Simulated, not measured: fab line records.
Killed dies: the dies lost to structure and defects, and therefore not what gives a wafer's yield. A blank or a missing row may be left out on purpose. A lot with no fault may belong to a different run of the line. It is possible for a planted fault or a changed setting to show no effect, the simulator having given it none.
Matching of chambers ; flow nand_harc ; NHARC_P_BONDPAD_STRIP_15 on rie_diel-05: 4 sister chambers
The step strips in O2. 16 wafers are shown with their chamber, then 8 later ones without.

== WAFERS, EACH WITH ITS CHAMBER ==
wafer;chamber;showerhead_plenum_p_Torr (Torr);drypump_motor_current_A (A);oes_product_au (a.u.)
L076.1;2;3.39;5.8;1.012
L076.4;1;3.43;6.1;1.005
L076.6;0;3.38;5.0;1.017
L077.3;2;3.39;5.8;1.014
L077.5;1;3.43;6.0;1.009
L077.6;2;3.39;5.8;1.009
L080.2;3;3.55;5.1;0.989
L080.4;2;3.39;5.8;1.011
L080.6;3;3.54;5.1;0.990
L082.3;1;3.43;6.0;0.999
L082.5;3;3.54;5.2;0.999
L082.6;2;3.39;5.7;1.004
L083.1;3;3.54;5.1;0.991
L083.2;2;3.39;5.8;1.015
L083.3;1;3.43;6.0;0.997
L090.2;3;3.54;5.1;0.993

SIGNATURES (means of the wafers above)
reading;chamber 0;chamber 1;chamber 2;chamber 3;scatter within a chamber
showerhead_plenum_p_Torr;3.3800;3.4300;3.3900;3.5420;0.00258
drypump_motor_current_A;5.000;6.025;5.783;5.120;0.0446
oes_product_au;1.01700;1.00250;1.01083;0.99240;0.00441
Rule: a wafer's distance from a chamber is the root of the sum, over the readings, of the square of ((its reading less the chamber's mean) divided by the reading's scatter). The wafer belongs to the nearest chamber; if the next one is less than 2 further off, it can't be placed. How the scatter is found: for the shown wafers, subtract from each reading the mean of its chamber, square and add these, divide the total by (wafers less chambers), then take the root.

== WAFERS WHOSE CHAMBER IS MISSING ==
wafer;showerhead_plenum_p_Torr (Torr);drypump_motor_current_A (A);oes_product_au (a.u.)
L090.3;3.39;5.8;1.008
L090.6;3.54;5.1;0.997
L091.1;3.54;5.2;1.002
L091.4;3.38;5.1;1.004
L091.6;3.54;5.2;0.993
L094.4;3.43;6.0;0.992
L094.5;3.54;5.2;0.982
L094.6;3.38;5.0;0.986

== CHAMBER TAKEN BY EACH ==
wafer;from the rows above;in truth
L090.3;2;2
L090.6;3;3
L091.1;3;3
L091.4;0;0
L091.6;3;3
L094.4;1;1
L094.5;3;3
L094.6;0;0
Placed correctly: 8 of 8. Left unplaced by these rows: 0. 0 placed wrongly.
